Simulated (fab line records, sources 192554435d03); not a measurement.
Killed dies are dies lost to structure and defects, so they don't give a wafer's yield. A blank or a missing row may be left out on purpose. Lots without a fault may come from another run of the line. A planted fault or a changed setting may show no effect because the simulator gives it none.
fab line records | flow n5_finfet | part 1 of 2: steps 1 to 4 of 6
record lots=22 wafers=66 last_day=18
route steps=1938 shown DUMMY_REMOVAL@378 HKMG_FIN@389 GATE_CUT@465
lots that met no fault: from a run of the same line without faults
start_h: hours from the record's first day to the start of the lot's first wafer shown | wait_h: hours since the lot's step before | " the same as in the row above | L1.1+2: a row that stands for several wafers | - no value, or no start given | * or withheld: withheld | < > ~ a bound
route shown NAME@n: a module of which the file shows steps, and the number in the route of the first | usual: mean/standard deviation of fault-free wafers | same: alike in all rows | chamber/n: place in a boat | sites: the reading at each site | _std_site: their standard deviation | _edge_site: outer sites' mean less inner sites' | radius_mm: how far each site lies from the wafer's centre | mask NAME#n: copy n | behind: the tool/chamber that last shaped the wafer | hold: why the lot was held/for how many hours/how that ended | device: the transistor (n, p or np) that didn't switch | end of line: the same wafers' tests at the end of the route | a step without rows: its recipe alone | killed: dies lost to structure and defects at the first sort, not the wafer's yield | map: a wafer's dies, x killed, . not, _ none there
set.NAME: the setting as run; set.NAME@STEP: as run at that earlier step | model.NAME: the simulator's own value behind a step, which no gauge read
steps of the route over a sample of lots; a table a step, a row a wafer
services: from which hour (start_h, from the record's first day; less than 0 if before it) a tool's chamber was out of use, for how many hours, and why
## steps
# step N5_DUMMY_REMOVAL_STRIP_10
# recipe chemistry=N2/H2 time_s=40 power_w=100 temp_c=40 pressure_mtorr=100 rf_frequency_hz=6e+07 bias_power_w=3 n2_flow_sccm=300 h2_flow_sccm=300
# usual chamber_pressure_mTorr=100.00/0.082 drypump_motor_current_A=5.7/0.32 n2_flow_sccm=299.9/0.8 oes_product_au=0.80/0.063 rf_vpp_V=45.2/0.88 showerhead_plenum_p_Torr=3.39/0.1 throttle_valve_pct=12.17/0.24
# columns lot.wafer tool chamber start_h wait_h chamber_pressure_mTorr drypump_motor_current_A n2_flow_sccm oes_product_au rf_hours_counter_h rf_vpp_V showerhead_plenum_p_Torr throttle_valve_pct
L074.1 rie_diel-01 2 71.53 0.0 100.02 6.4 300.4 0.76 142 45.7 3.51 12.17
L074.4 " 0 " " 100.08 5.8 298.3 0.89 - 45.0 3.46 11.86
L074.5 " 1 " " 100.06 5.9 299.5 0.75 - 45.1 3.27 12.52
L075.3 rie_diel-04 2 78.83 0.0 100.04 6.1 300.2 0.73 191 45.9 3.24 12.44
L075.4 " 3 " " 100.10 5.0 299.7 0.81 92 43.7 3.42 11.88
L075.6 " 1 " " 100.00 5.7 300.5 0.94 - 44.2 3.29 11.79
L076.2 rie_diel-04 2 84.53 0.0 99.99 6.0 300.3 0.72 193 45.8 3.24 12.45
L076.3 " 0 " " 99.96 5.7 299.8 0.85 76 46.6 3.39 12.00
L076.5 " 3 " " 100.07 5.1 298.2 0.81 - 45.8 3.41 11.87
L077.2 rie_diel-03 3 89.22 0.0 100.07 5.9 298.7 0.72 186 46.4 3.37 12.42
L077.3 " 0 " " 100.06 5.7 298.9 0.93 16 46.3 3.58 12.14
L077.5 " 3 " " 100.03 5.9 298.9 0.73 - 46.1 3.37 12.41
L078.1 rie_diel-01 0 93.86 0.0 99.94 5.8 299.5 0.89 26 45.0 3.45 11.88
L078.2 " 3 " " 99.87 5.7 300.4 0.80 114 45.0 3.26 12.27
L078.6 " 2 " " 100.01 6.4 299.4 0.75 - 46.1 3.50 12.21
L080.2 rie_diel-03 2 108.38 0.0 100.10 5.6 299.0 0.77 124 45.7 3.51 12.33
L080.3 " 1 " " 100.03 5.4 300.1 0.83 84 44.3 3.39 11.91
L080.5 " 1 " " 100.12 5.3 302.1 0.84 - 45.3 3.39 11.93
L081.2 rie_diel-01 1 114.34 0.0 100.02 5.9 301.1 0.73 175 45.4 3.26 12.56
L081.5 " 3 " " 100.00 5.7 300.8 0.78 - 45.6 3.25 12.28
L081.6 " 2 " " 99.98 6.3 300.7 0.75 - 44.2 3.50 12.21
L082.1 rie_diel-03 1 121.07 0.0 99.91 5.4 298.8 0.83 88 45.6 3.39 11.92
L082.2 " 3 " " 100.00 5.9 300.9 0.72 197 46.2 3.36 12.44
L082.3 " 0 " " 100.02 5.7 300.4 0.90 27 45.4 3.58 12.16
L083.4 rie_diel-04 0 130.38 0.0 99.91 5.8 299.9 0.81 92 45.6 3.38 12.06
L083.5 " 0 " " 100.01 5.7 300.6 0.82 - 46.1 3.38 12.04
L083.6 " 1 " " 100.01 5.7 299.5 0.89 - 44.4 3.28 11.83
L084.2 rie_diel-03 1 132.06 0.0 100.05 5.4 300.2 0.82 91 45.8 3.39 11.93
L084.3 " 2 " " 100.01 5.7 299.7 0.76 132 45.4 3.50 12.35
L084.4 " 0 " " 99.91 5.7 300.1 0.89 30 46.7 3.58 12.18
L085.4 rie_diel-04 3 137.16 0.0 100.01 5.1 300.3 0.78 111 44.7 3.41 11.93
L085.5 " 2 " " 100.03 6.1 301.8 0.71 - 44.9 3.23 12.48
L085.6 " 3 " " 100.03 5.0 300.0 0.78 - 44.3 3.41 11.91
L086.2 rie_diel-03 1 141.54 0.0 100.13 5.4 300.3 0.83 93 45.2 3.39 11.95
L086.4 " 0 " " 100.07 5.7 299.3 0.91 32 45.4 3.57 12.20
L086.5 " 3 " " 99.97 5.9 299.7 0.71 - 45.6 3.36 12.45
L087.2 rie_diel-01 3 148.54 0.0 99.98 5.7 300.8 0.79 130 44.7 3.25 12.31
L087.3 " 2 " " 100.00 6.3 300.5 0.74 167 46.7 3.49 12.25
L087.6 " 0 " " 99.97 5.8 300.3 0.85 - 45.3 3.45 11.95
L088.1 rie_diel-04 3 156.17 0.0 100.03 5.1 300.0 0.78 115 46.1 3.40 11.94
L088.3 " 0 " " 99.94 5.7 299.9 0.81 98 45.3 3.37 12.05
L088.4 " 1 " " 99.67 5.7 300.6 0.89 - 46.0 3.28 11.85
L090.3 rie_diel-03 1 165.01 0.0 99.94 5.4 299.1 0.81 101 45.9 3.38 11.97
L090.4 " 2 " " 100.02 5.6 300.4 0.76 143 45.4 3.50 12.38
L090.6 " 1 " " 99.97 5.4 298.4 0.81 - 45.2 3.38 11.97
L092.1 rie_diel-04 3 178.08 0.0 100.01 5.0 301.5 0.78 121 45.6 3.40 11.96
L092.4 " 2 " " 99.96 6.1 300.3 0.70 213 44.9 3.23 12.50
L092.6 " 0 " " 99.96 5.7 300.7 0.82 - 45.1 3.37 12.07
L091.2 rie_diel-01 3 179.60 0.0 100.05 5.7 298.3 0.77 139 45.7 3.24 12.35
L091.4 " 2 " " 99.96 6.4 299.9 0.73 176 42.4 3.49 12.28
L091.5 " 3 " " 100.11 5.7 299.9 0.77 - 47.1 3.24 12.34
L093.1 rie_diel-01 1 184.23 0.0 100.06 5.9 299.6 0.73 194 44.3 3.25 12.57
L093.2 " 0 " " 100.09 5.8 300.1 0.84 52 45.4 3.44 11.97
L093.6 " 3 " " 99.91 5.7 300.7 0.77 - 44.3 3.24 12.34
L094.2 rie_diel-01 3 189.19 0.0 100.13 5.7 300.3 0.77 142 43.6 3.24 12.35
L094.3 " 2 " " 100.06 6.4 300.0 0.73 179 43.1 3.49 12.29
L094.6 " 2 " " 99.94 6.4 299.2 0.73 - 44.3 3.49 12.29
L095.1 rie_diel-04 0 197.06 0.0 100.00 5.7 299.5 0.80 108 43.0 3.37 12.09
L095.3 " 2 " " 99.94 6.0 300.7 0.70 218 45.2 3.23 12.52
L095.5 " 1 " " 100.03 5.7 299.7 0.87 - 43.0 3.28 11.87
L096.1 rie_diel-03 3 203.90 0.0 100.01 5.9 299.4 0.70 223 45.6 3.35 12.49
L096.2 " 2 " " 100.03 5.7 298.7 0.75 154 46.0 3.49 12.42
L096.5 " 3 " " 100.08 5.9 299.0 0.70 - 43.5 3.35 12.49
L097.1 rie_diel-03 0 210.42 0.0 99.88 5.7 299.8 0.86 52 44.3 3.56 12.23
L097.2 " 3 " " 100.02 5.9 299.6 0.69 224 45.2 3.35 12.51
L097.4 " 1 " " 100.15 5.3 299.8 0.80 113 45.0 3.38 11.99
# step N5_HKMG_FIN_ALD_75
# recipe material=Al2O3 target_thk_a=10 temp_c=150 ald_precursor_family=TMA ald_co_reactant=H2O pulse_time_s=withheld co_reactant_pulse_time_s=1
# usual heater_power_w=151/17 precursor_pulse_height_rel=1.003/0.02
# columns lot.wafer tool chamber start_h wait_h heater_power_w precursor_pulse_height_rel
L074.1 ald_hk-03 0 72.58 0.0 181 1.028
L074.4 " 2 " " 118 0.987
L074.5 " 3 " " 141 0.998
L075.3 ald_hk-01 0 80.01 0.0 127 0.990
L075.4 " 2 " " 140 1.010
L075.6 " 1 " " 169 0.995
L076.2 ald_hk-03 1 85.54 0.0 151 0.982
L076.3 " 0 " " 177 1.015
L076.5 " 0 " " 189 1.003
L077.2 ald_hk-01 0 90.36 0.0 131 1.012
L077.3 " 2 " " 143 1.026
L077.5 " 1 " " 159 0.991
L078.1 ald_hk-01 3 94.86 0.0 140 0.975
L078.2 " 2 " " 140 1.000
L078.6 " 3 " " 140 0.990
L080.2 ald_hk-02 2 109.47 0.0 166 1.002
L080.3 " 3 " " 153 1.025
L080.5 " 3 " " 151 1.031
L081.2 ald_hk-02 3 115.52 0.0 153 0.998
L081.5 " 1 " " 159 0.975
L081.6 " 2 " " 164 0.986
L082.1 ald_hk-02 1 122.07 0.0 159 1.011
L082.2 " 3 " " 150 0.990
L082.3 " 2 " " 161 0.994
L083.4 ald_hk-03 1 131.54 0.0 157 1.004
L083.5 " 0 " " 184 0.983
L083.6 " 3 " " 143 0.954
L084.2 ald_hk-03 2 133.05 0.0 120 1.011
L084.3 " 1 " " 152 0.975
L084.4 " 3 " " 145 1.003
L085.4 ald_hk-01 2 138.15 0.0 139 0.999
L085.5 " 2 " " 142 0.993
L085.6 " 1 " " 165 1.010
L086.2 ald_hk-01 2 142.54 0.0 141 0.998
L086.4 " 1 " " 165 1.005
L086.5 " 0 " " 130 1.008
L087.2 ald_hk-02 2 149.54 0.0 161 1.015
L087.3 " 1 " " 163 0.983
L087.6 " 1 " " 162 1.013
L088.1 ald_hk-02 3 157.23 0.0 150 1.038
L088.3 " 0 " " 139 1.010
L088.4 " 1 " " 163 0.984
L090.3 ald_hk-02 2 166.10 0.0 161 0.976
L090.4 " 3 " " 157 1.045
L090.6 " 3 " " 156 1.000
L092.1 ald_hk-02 3 179.09 0.0 151 1.024
L092.4 " 0 " " 139 1.006
L092.6 " 2 " " 164 1.003
L091.2 ald_hk-02 3 181.13 0.0 156 1.032
L091.4 " 2 " " 162 1.003
L091.5 " 1 " " 163 0.992
L093.1 ald_hk-02 3 185.37 0.0 153 1.045
L093.2 " 0 " " 140 0.962
L093.6 " 2 " " 162 1.016
L094.2 ald_hk-03 1 190.28 0.0 154 1.002
L094.3 " 2 " " 117 1.017
L094.6 " 3 " " 145 0.993
L095.1 ald_hk-01 1 198.05 0.0 165 0.953
L095.3 " 3 " " 138 1.011
L095.5 " 2 " " 143 1.003
L096.1 ald_hk-03 3 205.48 0.0 147 0.993
L096.2 " 0 " " 184 0.990
L096.5 " 2 " " 118 0.998
L097.1 ald_hk-03 1 211.45 0.0 153 0.993
L097.2 " 3 " " 145 1.014
L097.4 " 2 " " 116 0.993
# step N5_HKMG_FIN_ALD_71
# recipe material=TiN target_thk_a=10 temp_c=400 ald_precursor_family=TiCl4 ald_co_reactant=NH3 pulse_time_s=1 purge_time_s=3 co_reactant_purge_time_s=2 co_reactant_pulse_time_s=2 ald_cycles=47 pressure_torr=3
# usual heater_power_w=842/79 precursor_pulse_height_rel=1.001/0.02
# same ald_cycles=47
# columns lot.wafer tool chamber start_h wait_h heater_power_w precursor_pulse_height_rel
L074.1 ald_metal-03 0 78.56 0.0 905 0.995
L074.4 " 1 " " 741 1.009
L074.5 " 0 " " 905 1.003
L075.3 ald_metal-03 0 86.14 0.0 901 1.028
L075.4 " 1 " " 751 1.032
L075.6 " 0 " " 892 1.013
L076.2 ald_metal-02 1 91.66 0.0 728 1.000
L076.3 " 2 " " 794 0.975
L076.5 " 1 " " 740 0.986
L077.2 ald_metal-01 0 96.65 0.0 860 0.967
L077.3 " 3 " " 867 1.012
L077.5 " 1 " " 1006 0.976
L078.1 ald_metal-03 3 100.92 0.0 772 1.036
L078.2 " 0 " " 863 1.014
L078.6 " 0 " " 893 1.020
L080.2 ald_metal-02 3 115.79 0.0 959 0.986
L080.3 " 2 " " 774 1.012
L080.5 " 3 " " 936 1.002
L081.2 ald_metal-02 0 121.67 0.0 892 0.993
L081.5 " 2 " " 811 1.026
L081.6 " 0 " " 870 1.034
L082.1 ald_metal-03 0 128.60 0.0 892 0.982
L082.2 " 3 " " 773 0.976
L082.3 " 2 " " 806 0.974
L083.4 ald_metal-02 3 137.50 0.0 963 0.990
L083.5 " 3 " " 930 1.003
L083.6 " 0 " " 913 0.979
L084.2 ald_metal-02 0 139.12 0.0 917 0.999
L084.3 " 3 " " 961 1.005
L084.4 " 1 " " 732 1.022
L085.4 ald_metal-03 2 144.22 0.0 819 1.033
L085.5 " 2 " " 808 1.014
L085.6 " 1 " " 758 0.998
L086.2 ald_metal-03 0 148.53 0.0 907 0.971
L086.4 " 3 " " 754 0.971
L086.5 " 2 " " 815 1.036
L087.2 ald_metal-02 3 155.69 0.0 934 0.970
L087.3 " 2 " " 794 1.006
L087.6 " 1 " " 729 0.976
L088.1 ald_metal-03 2 163.43 0.0 830 0.978
L088.3 " 1 " " 733 1.006
L088.4 " 0 " " 888 0.967
L090.3 ald_metal-03 1 172.27 0.0 760 1.018
L090.4 " 3 " " 761 0.971
L090.6 " 3 " " 750 1.005
L092.1 ald_metal-01 2 185.20 0.0 852 1.000
L092.4 " 3 " " 861 0.966
L092.6 " 1 " " 984 1.023
L091.2 ald_metal-02 1 187.08 0.0 739 1.020
L091.4 " 3 " " 949 1.033
L091.5 " 2 " " 788 0.977
L093.1 ald_metal-01 3 191.13 0.0 860 1.031
L093.2 " 1 " " 1006 0.987
L093.6 " 3 " " 859 1.004
L094.2 ald_metal-03 2 196.64 0.0 814 1.010
L094.3 " 3 " " 752 0.996
L094.6 " 2 " " 811 0.986
L095.1 ald_metal-03 1 204.67 0.0 734 1.022
L095.3 " 0 " " 892 0.974
L095.5 " 3 " " 768 1.023
L096.1 ald_metal-01 1 213.34 0.0 1013 1.012
L096.2 " 2 " " 869 1.006
L096.5 " 0 " " 878 1.010
L097.1 ald_metal-01 2 218.60 0.0 881 0.971
L097.2 " 3 " " 864 1.023
L097.4 " 1 " " 999 1.013
# step N5_HKMG_FIN_CMP_23
# recipe stop_on=SiNx t_overpolish_s=10 post_cmp_clean=rinse_only down_force_psi=4 platen_rpm=50.289 pad_velocity_m_s=1.0006 target_thk_nm=46.326
# usual motor_current_A=12.4/1.3 overpolish_run_s=9.9/0.33 platen_rpm=50.29/0.033 time_to_endpoint_s=13.5/2.9
# columns lot.wafer tool chamber start_h wait_h motor_current_A overpolish_run_s platen_rpm time_to_endpoint_s
L074.1 cmp-01 2 80.26 0.1 15.6 10.0 50.32 16.1
L074.4 " 0 " " 13.1 10.0 50.32 13.5
L074.5 " 2 " " 15.4 10.0 50.28 18.2
L075.3 cmp-02 2 87.76 0.0 13.9 10.0 50.29 11.8
L075.4 " 0 " " 13.6 10.0 50.23 17.8
L075.6 " 3 " " 9.9 10.0 50.34 13.2
L076.2 cmp-01 1 93.43 0.0 12.6 10.0 50.27 14.0
L076.3 " 0 " " 12.6 10.0 50.32 14.4
L076.5 " 2 " " 14.7 8.1 50.33 20.4
L077.2 cmp-01 0 98.41 0.0 12.4 10.0 50.27 16.3
L077.3 " 3 " " 12.3 10.0 50.23 16.2
L077.5 " 0 " " 12.1 10.0 50.25 16.5
L078.2 cmp-01 0 102.73 0.0 12.8 10.0 50.31 16.3
L078.1 " 2 " " 14.3 8.4 50.24 20.1
L078.6 " 1 " " 12.0 10.0 50.31 15.1
L080.3 cmp-01 1 117.50 0.1 11.7 10.0 50.27 11.6
L080.2 " 3 " " 12.4 10.0 50.36 16.0
L080.5 " 0 " " 12.9 10.0 50.31 14.3
L081.2 cmp-04 3 123.35 0.0 11.1 10.0 50.24 13.7
L081.6 " 3 " " 11.7 10.0 50.30 11.4
L081.5 " 0 " " 10.4 10.0 50.26 14.9
L082.1 cmp-01 3 130.43 0.2 11.9 10.0 50.30 15.0
L082.3 " 1 " " 11.9 10.0 50.31 15.4
L082.2 " 2 " " 13.8 9.7 50.25 18.9
L083.4 cmp-02 3 139.20 0.1 10.4 10.0 50.31 12.7
L083.5 " 2 " " 13.0 10.0 50.29 9.7
L083.6 " 3 " " 10.1 10.0 50.32 12.4
L084.3 cmp-04 0 140.82 0.1 10.3 10.0 50.29 18.0
L084.4 " 1 " " 13.0 10.0 50.28 9.1
L084.2 " 2 " " 11.5 10.0 50.28 11.9
L085.4 cmp-04 3 146.07 0.1 11.4 10.0 50.32 12.7
L085.5 " 2 " " 11.7 10.0 50.33 14.1
L085.6 " 3 " " 10.7 10.0 50.24 13.7
L086.2 cmp-04 0 150.35 0.1 10.4 10.0 50.32 17.4
L086.4 " 2 " " 11.5 10.0 50.28 9.9
L086.5 " 3 " " 10.6 10.0 50.28 11.5
L087.2 cmp-01 2 157.56 0.2 14.7 10.0 50.26 17.0
L087.3 " 0 " " 11.9 10.0 50.26 10.9
L087.6 " 2 " " 15.4 10.0 50.32 14.2
L088.3 cmp-04 1 165.17 0.1 12.7 10.0 50.35 9.7
L088.4 " 2 " " 11.6 10.0 50.32 9.5
L088.1 " 3 " " 10.9 10.0 50.30 10.1
L090.3 cmp-02 1 174.05 0.0 13.5 10.0 50.29 11.8
L090.4 " 3 " " 9.9 10.0 50.32 12.9
L090.6 " 1 " " 13.0 10.0 50.30 14.4
L092.4 cmp-01 0 186.93 0.1 12.4 10.0 50.29 11.0
L092.1 " 1 " " 12.0 10.0 50.24 10.1
L092.6 " 0 " " 12.7 10.0 50.34 10.9
L091.2 cmp-01 3 188.91 0.0 12.6 10.0 50.32 14.2
L091.4 " 2 " " 14.2 10.0 50.33 17.5
L091.5 " 3 " " 12.5 10.0 50.33 14.9
L093.1 cmp-02 2 192.82 0.1 13.0 10.0 50.28 8.3
L093.2 " 0 " " 14.2 10.0 50.30 12.2
L093.6 " 1 " " 13.1 10.0 50.30 10.0
L094.3 cmp-02 0 198.26 0.0 13.8 10.0 50.29 13.7
L094.2 " 1 " " 13.4 10.0 50.32 11.4
L094.6 " 1 " " 13.0 10.0 50.27 11.8
L095.1 cmp-01 2 206.47 0.1 15.8 10.0 50.34 14.5
L095.3 " 3 " " 12.3 10.0 50.25 13.7
L095.5 " 1 " " 12.2 10.0 50.23 10.7
L096.1 cmp-01 3 215.15 0.2 11.7 10.0 50.31 12.6
L096.2 " 0 " " 12.6 10.0 50.36 10.7
L096.5 " 1 " " 12.2 10.0 50.32 13.3
L097.4 cmp-01 0 220.35 0.1 12.6 10.0 50.31 12.0
L097.2 " 1 " " 11.6 10.0 50.26 11.7
L097.1 " 2 " " 15.0 10.0 50.28 17.0
